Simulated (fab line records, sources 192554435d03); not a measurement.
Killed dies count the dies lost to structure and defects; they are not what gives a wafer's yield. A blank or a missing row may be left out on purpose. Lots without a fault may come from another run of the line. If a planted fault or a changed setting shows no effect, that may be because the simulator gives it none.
Chamber matching    flow n5 finfet    N5_BEOL_M3_PRE_CLEAN_60 on cvd co-01 has 3 sister chambers
The step time 15 s. 3 wafers are shown with their chamber, then 12 later ones without.

## WAFERS PAIRED WITH THEIR CHAMBERS
wafer   chamber  heater power w (W)
L085.2  1        103
L088.1  2        85
L088.4  0        125

## WAFERS MISSING THEIR CHAMBER
wafer   heater power w (W)
L091.1  82
L091.2  101
L091.3  119
L095.2  103
L095.4  119
L095.6  85
L096.1  86
L096.2  118
L096.3  104
L097.1  101
L097.2  84
L097.5  84

## THE CHAMBER EACH PASSED THROUGH
wafer   from the rows above  in truth
L091.1  2                    2
L091.2  1                    1
L091.3  0                    0
L095.2  1                    1
L095.4  0                    0
L095.6  2                    2
L096.1  2                    2
L096.2  0                    0
L096.3  1                    1
L097.1  1                    1
L097.2  2                    2
L097.5  2                    2
Correct placement for 12 of the 12. Left unplaced by these rows: 0. 0 placed wrongly.
How it was worked out, from the rows above alone: a wafer's distance from a chamber is the root of the sum, over the readings, of the square of ((its reading less the chamber's mean) divided by the reading's scatter). If the next closest chamber is less than 2 further off than the closest, the wafer can't be placed; otherwise it belongs to the closest. Each chamber's mean is taken over the wafers shown for it. The scatter: with one shown wafer a chamber, the root of the mean of the squares of how far each hidden wafer lies from its nearest shown one.
